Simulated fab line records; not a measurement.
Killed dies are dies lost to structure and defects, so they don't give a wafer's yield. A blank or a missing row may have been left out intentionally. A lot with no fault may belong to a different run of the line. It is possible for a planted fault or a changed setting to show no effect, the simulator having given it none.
What tool caused it? + flow n5 finfet + 9 lots, 26 wafers sampled, at 5 steps of a route of 1938

WHAT THE GAUGES READ, wafer by wafer
N5_BEOL_M4_RC_MEAS_101.
| lot  | measured     | on        | DIBL_N (mV/V)  | DIBL_P (mV/V)  | IOFF_N (nA/um) | IOFF_P (nA/um) | IOFF_P_85C (nA/um) | IOFF_P_LIN (nA/um) | IOFF_P_LONG (nA/um)        | ION_N (uA/um) | ION_P (uA/um) | SS_N (mV/dec)  | SS_P (mV/dec)  | VT_N (mV)   | VT_N_LVT (mV) | VT_P (mV)      | VT_P_LONG (mV)       |
|------|--------------|-----------|----------------|----------------|----------------|----------------|--------------------|--------------------|----------------------------|---------------|---------------|----------------|----------------|-------------|---------------|----------------|----------------------|
| L224 | day 8 10:06  | prober-01 | 36.0 37.1 36.7 | 37.1 37.0 36.6 | 0.17 0.18 0.18 | 0.24 0.23 0.23 | 4.0 3.9 3.9        | 0.114 0.107 0.110  | 0.000115 0.000108 0.000104 | 684 682 669   | 471 464 467   | 71.4 71.3 71.6 | 73.4 73.3 73.3 | 249 248 249 | 97 97 97      | -247 -248 -247 | -273.5 -275.2 -270.9 |
| L225 | day 8 07:37  | prober-01 | 36.4 34.2 34.7 | 35.4 31.6 32.5 | 0.16 0.11 0.13 | 0.20 0.16 0.16 | 3.4 2.8 2.9        | 0.094 0.079 0.079  | 0.000104 9.7e-05 0.0001    | 664 655 662   | 456 455 454   | 71.6 70.5 71.2 | 73.0 72.0 72.5 | 250 256 253 | 101 106 103   | -251 -256 -257 | -278.7 -276.5 -277.6 |
| L228 | day 9 03:26  | prober-01 | 39.0 39.3 34.0 | 38.2 38.9 32.5 | 0.22 0.23 0.12 | 0.31 0.33 0.20 | 5.1 5.3 3.5        | 0.137 0.142 0.100  | 0.000125 0.000123 0.000122 | 669 663 657   | 465 463 464   | 72.4 72.1 70.2 | 75.0 74.9 72.8 | 244 244 250 | 98 96 102     | -240 -241 -246 | -269.1 -269.5 -269.6 |
| L230 | day 9 08:45  | prober-01 | 36.3 34.4 39.2 | 37.4 36.1 40.2 | 0.15 0.13 0.20 | 0.21 0.18 0.27 | 3.6 3.1 4.4        | 0.098 0.090 0.117  | 0.0001 0.000109 0.000107   | 654 663 669   | 448 460 455   | 70.6 71.2 73.0 | 73.9 73.1 74.0 | 248 252 246 | 99 100 97     | -252 -251 -251 | -276.2 -274.9 -276.5 |
| L232 | day 10 03:45 | prober-01 | 37.8 40.1 37.4 | 37.9 41.5 36.9 | 0.17 0.24 0.17 | 0.24 0.30 0.21 | 4.1 5.0 3.6        | 0.116 0.134 0.102  | 0.000113 0.00011 0.000106  | 666 692 683   | 464 474 464   | 72.3 72.6 72.0 | 73.3 74.2 73.6 | 249 244 252 | 101 96 101    | -248 -246 -249 | -274.7 -274.7 -274.1 |
| L233 | day 10 15:08 | prober-02 | 36.1 35.6 36.9 | 34.8 35.0 34.9 | 0.18 0.16 0.18 | 0.23 0.23 0.23 | 3.9 4.0 4.0        | 0.110 0.114 0.110  | 0.000117 0.000118 0.000111 | 668 691 671   | 458 471 458   | 71.5 71.1 72.4 | 73.4 73.6 73.5 | 247 248 250 | 98 97 97      | -249 -247 -247 | -269.6 -270.4 -272.5 |
| L236 | day 10 22:07 | prober-02 | 37.0 32.8      | 37.5 32.3      | 0.16 0.10      | 0.80 0.14      | 11.4 2.6           | 0.378 0.074        | 0.000309 0.000106          | 676 658       | 513 451       | 72.0 71.4      | 73.7 71.9      | 249 255     | 137 107       | -211 -255      | -238.6 -275.6        |
| L237 | day 11 15:01 | prober-01 | 36.2 35.2 35.0 | 35.7 35.6 34.7 | 0.14 0.14 0.12 | 0.19 0.20 0.18 | 3.4 3.5 3.3        | 0.091 0.097 0.088  | 0.000106 0.00011 0.000109  | 658 684 655   | 453 470 460   | 71.2 71.1 70.1 | 72.7 73.4 72.7 | 252 250 254 | 102 101 103   | -252 -250 -251 | -275.5 -274.3 -276.7 |
| L245 | day 13 10:17 | prober-01 | 37.4 35.4 34.9 | 37.8 36.2 35.6 | 0.17 0.14 0.13 | 0.21 0.18 0.17 | 3.6 3.3 3.1        | 0.097 0.091 0.085  | 9.5e-05 0.0001 9.4e-05     | 682 659 657   | 463 457 461   | 72.0 71.1 71.0 | 74.5 73.8 73.4 | 251 254 253 | 97 99 101     | -251 -253 -256 | -280.2 -278.5 -280.2 |

WHICH TOOL RAN EACH LOT (tool, then ch and the chambers of the sampled wafers, then the start)
| lot  | N5_HKMG_FIN_ALD_74              | N5_BEOL_M4_SPUTTER_90        | N5_BEOL_M4_CMP_52             | N5_BEOL_M4_PRE_CLEAN_60          |
|------|---------------------------------|------------------------------|-------------------------------|----------------------------------|
| L224 | ald hk-02 ch 1,2,3, day 3 22:35 | pvd sputter-01, day 8 07:59  | cmp-03 ch 0,1,2, day 8 09:32  | cvd co-02 ch 0,1,2, day 8 09:49  |
| L225 | ald hk-02 ch 0,1, day 4 05:28   | pvd sputter-02, day 8 05:43  | cmp-03 ch 0,1, day 8 06:54    | cvd co-01 ch 0,1, day 8 07:12    |
| L228 | ald hk-02 ch 0,1,3, day 5 02:10 | pvd sputter-01, day 9 01:11  | cmp-01 ch 1,2,3, day 9 02:20  | cvd co-02 ch 1,2, day 9 02:58    |
| L230 | ald hk-03 ch 1,3, day 5 14:53   | pvd sputter-01, day 9 06:49  | cmp-01 ch 1,2,3, day 9 08:03  | cvd co-01 ch 0,2, day 9 08:19    |
| L232 | ald hk-02 ch 2,3, day 6 01:22   | pvd sputter-01, day 10 01:52 | cmp-01 ch 0,1, day 10 03:01   | cvd co-02 ch 0,1,2, day 10 03:28 |
| L233 | ald hk-02 ch 0,1,3, day 6 14:41 | pvd sputter-03, day 10 13:22 | cmp-03 ch 1,3, day 10 14:34   | cvd co-02 ch 0,2, day 10 14:52   |
| L236 | ald hk-02 ch 2,3, day 7 00:33   | pvd sputter-02, day 10 20:12 | cmp-01 ch 1,3, day 10 21:22   | cvd co-02 ch 1,2, day 10 21:41   |
| L237 | ald hk-01 ch 1,2, day 7 07:40   | pvd sputter-03, day 11 13:13 | cmp-04 ch 0,2,3, day 11 14:29 | cvd co-01 ch 0,1,2, day 11 14:44 |
| L245 | ald hk-03 ch 0,1,3, day 9 07:30 | pvd sputter-02, day 13 07:59 | cmp-04 ch 0,1, day 13 09:22   | cvd co-01 ch 0,1,2, day 13 09:41 |
- N5_HKMG_FIN_ALD_74: deposits La2O3, target thk 0.5 nm, pulse time 6 s, co reactant pulse time 1 s.
- N5_BEOL_M4_SPUTTER_90: material Cu, target thk 4.5 nm, time 8.29 s.
- N5_BEOL_M4_CMP_52: polishes, stops on SiOC, t overpolish 6.8 s, target thk 40 nm.
- N5_BEOL_M4_PRE_CLEAN_60: time 15 s.

AS READ BY THE TOOLS THEMSELVES (means over the sampled wafers that have a number; for cases with no such wafer, the mark the record gives instead)
N5_HKMG_FIN_ALD_74.
| lot  | tool      | heater power w (W) | precursor pulse height rel |
|------|-----------|--------------------|----------------------------|
| L224 | ald hk-02 | 347                | 1.013                      |
| L225 | ald hk-02 | 353                | 0.993                      |
| L228 | ald hk-02 | 357                | 1.003                      |
| L230 | ald hk-03 | 331                | 1.002                      |
| L232 | ald hk-02 | 359                | 0.988                      |
| L233 | ald hk-02 | 353                | 1.014                      |
| L236 | ald hk-02 | 346                | 1.020                      |
| L237 | ald hk-01 | 367                | 0.973                      |
| L245 | ald hk-03 | 330                | 1.001                      |

N5_BEOL_M4_SPUTTER_90.
| lot  | tool           | chamber pressure pa (Pa) | throttle valve pct (%) |
|------|----------------|--------------------------|------------------------|
| L224 | pvd sputter-01 | 0.07003                  | 29.6                   |
| L225 | pvd sputter-02 | 0.06992                  | 29.3                   |
| L228 | pvd sputter-01 | 0.07003                  | 29.5                   |
| L230 | pvd sputter-01 | 0.06995                  | 29.9                   |
| L232 | pvd sputter-01 | 0.06998                  | 29.4                   |
| L233 | pvd sputter-03 | 0.06992                  | 30.9                   |
| L236 | pvd sputter-02 | 0.07004                  | 29.7                   |
| L237 | pvd sputter-03 | 0.06988                  | 30.4                   |
| L245 | pvd sputter-02 | 0.06987                  | 30.0                   |

N5_BEOL_M4_CMP_52.
| lot  | tool   | barrier field endpoint s (s) | motor current A (A) | overpolish run s (s) | slurry flow ml min | time to endpoint s (s) |
|------|--------|------------------------------|---------------------|----------------------|--------------------|------------------------|
| L224 | cmp-03 | 24.7                         | 5.8                 | 6.802                | 150.1              | 63.2                   |
| L225 | cmp-03 | 24.5                         | 6.1                 | 6.800                | 149.6              | 60.0                   |
| L228 | cmp-01 | 24.4                         | 5.9                 | 6.808                | 149.4              | 60.0                   |
| L230 | cmp-01 | 24.5                         | 6.2                 | 6.802                | 149.6              | 60.9                   |
| L232 | cmp-01 | 24.8                         | 5.7                 | 6.809                | 150.0              | 61.5                   |
| L233 | cmp-03 | 24.4                         | 5.7                 | 6.801                | 149.9              | 57.9                   |
| L236 | cmp-01 | 24.4                         | 5.9                 | 6.803                | 150.2              | 63.9                   |
| L237 | cmp-04 | 24.2                         | 6.0                 | 6.791                | 149.4              | 62.3                   |
| L245 | cmp-04 | 24.7                         | 6.1                 | 6.790                | 149.7              | 62.9                   |

N5_BEOL_M4_PRE_CLEAN_60.
| lot  | tool      | heater power w (W) | rf fwd power W (W) |
|------|-----------|--------------------|--------------------|
| L224 | cvd co-02 | 88                 | 297.3              |
| L225 | cvd co-01 | 75                 | 297.1              |
| L228 | cvd co-02 | 69                 | 297.8              |
| L230 | cvd co-01 | 78                 | 295.4              |
| L232 | cvd co-02 | 90                 | 298.5              |
| L233 | cvd co-02 | 89                 | 298.2              |
| L236 | cvd co-02 | 71                 | 298.9              |
| L237 | cvd co-01 | 81                 | 296.3              |
| L245 | cvd co-01 | 81                 | 297.2              |

THE ANSWER, worked out from the rows above alone
Rule: the usual values come from the lots themselves. The widest of any qualifying gaps counts: lots, ordered by their means at a reading, are off when they make up no more than a third of the lots, leave a main group of 4 or more, and stand apart from it by 3 or more times the standard deviation of that group's means. If all means in a main group match to the digits the tables above print for the reading, that group is not used. Also off: a lot with no number at a reading for which 4 or more lots have one. Any other lot the step has rows for is counted as sound. The gauges are gone through in route order, then the tools' own readings, and for those a lot's mean is taken as printed above. At the first step where some lot is off, the reading lying furthest off is the one used; lots without a number count as furthest.
Off: at N5_BEOL_M4_RC_MEAS_101 (IOFF_P_LONG), L236. The main group has a mean of 0.000108 nA/um with a standard deviation of 7.9e-06.
A tool fits if, at a process step before that reading, it ran every lot that is off, and no sound lot after the first of them. The gauges at N5_BEOL_M4_RC_MEAS_101 are tried like those tools. Can't be told from this: 4 tools fit, ald hk-02 at N5_HKMG_FIN_ALD_74, cmp-01 at N5_BEOL_M4_CMP_52, cvd co-02 at N5_BEOL_M4_PRE_CLEAN_60, prober-02 at N5_BEOL_M4_RC_MEAS_101.

WHAT THE SIMULATOR PUT IN
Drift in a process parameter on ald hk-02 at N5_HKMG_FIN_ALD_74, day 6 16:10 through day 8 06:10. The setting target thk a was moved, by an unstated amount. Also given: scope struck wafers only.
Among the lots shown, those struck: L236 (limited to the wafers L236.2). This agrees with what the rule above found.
